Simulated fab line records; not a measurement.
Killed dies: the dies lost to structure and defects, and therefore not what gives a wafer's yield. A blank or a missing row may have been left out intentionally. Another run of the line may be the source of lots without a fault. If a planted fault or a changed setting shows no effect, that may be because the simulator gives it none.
Chamber matching ; flow n5Finfet ; 4 sister chambers for N5_BEOL_M2_VIA_ETCH_34 on rieDiel-02
The step etches the open film in C4F6/O2, target depth 69.4 nm, time 65.9 s. 14 wafers are shown with their chamber, then 7 later ones without.

WAFERS PAIRED WITH THEIR CHAMBERS
wafer;chamber;showerheadPlenumPTorr (Torr);drypumpMotorCurrentA (A);throttleValvePct (%)
L074.3;0;2.84;6.4;30.41
L074.4;1;2.98;6.6;30.28
L074.5;3;2.80;5.8;30.62
L075.1;0;2.84;6.4;30.39
L075.3;1;2.98;6.5;30.29
L075.6;2;2.94;5.9;30.57
L077.1;3;2.80;5.8;30.64
L077.3;0;2.83;6.3;30.41
L077.6;2;2.93;5.9;30.59
L080.1;2;2.93;5.9;30.58
L080.3;1;2.98;6.6;30.32
L080.5;2;2.93;5.9;30.59
L081.1;0;2.83;6.4;30.42
L081.2;1;2.98;6.5;30.31

SIGNATURES, as means of the wafers listed above
reading;chamber 0;chamber 1;chamber 2;chamber 3;scatter within a chamber
showerheadPlenumPTorr;2.8350;2.9800;2.9325;2.8000;0.00418
drypumpMotorCurrentA;6.375;6.550;5.900;5.800;0.0418
throttleValvePct;30.4075;30.3000;30.5825;30.6300;0.014
Rule: distance of a wafer from a chamber = root of the sum over the readings of ((wafer's reading minus chamber's mean) / reading's scatter) squared. The wafer belongs to the nearest chamber; if the next one is less than 2 further off, it can't be placed. How the scatter is found: for the shown wafers, subtract from each reading the mean of its chamber, square and add these, divide the total by (wafers less chambers), then take the root.

WAFERS WHOSE CHAMBER IS MISSING
wafer;showerheadPlenumPTorr (Torr);drypumpMotorCurrentA (A);throttleValvePct (%)
L081.5;2.83;6.4;30.43
L085.2;2.92;5.9;30.60
L085.4;2.97;6.6;30.31
L085.6;2.92;5.9;30.59
L095.2;2.91;5.9;30.61
L095.3;2.78;5.8;30.40
L095.4;2.96;6.6;30.33

EACH ONE'S CHAMBER
wafer;from the rows above;in truth
L081.5;0;0
L085.2;2;2
L085.4;1;1
L085.6;2;2
L095.2;2;2
L095.3;can't be placed: 3 or 0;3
L095.4;1;1
Placed correctly: 6 of 7. Can't be placed from these rows: 1 (the true chamber is among the candidates in 1). Number placed wrongly: 0.
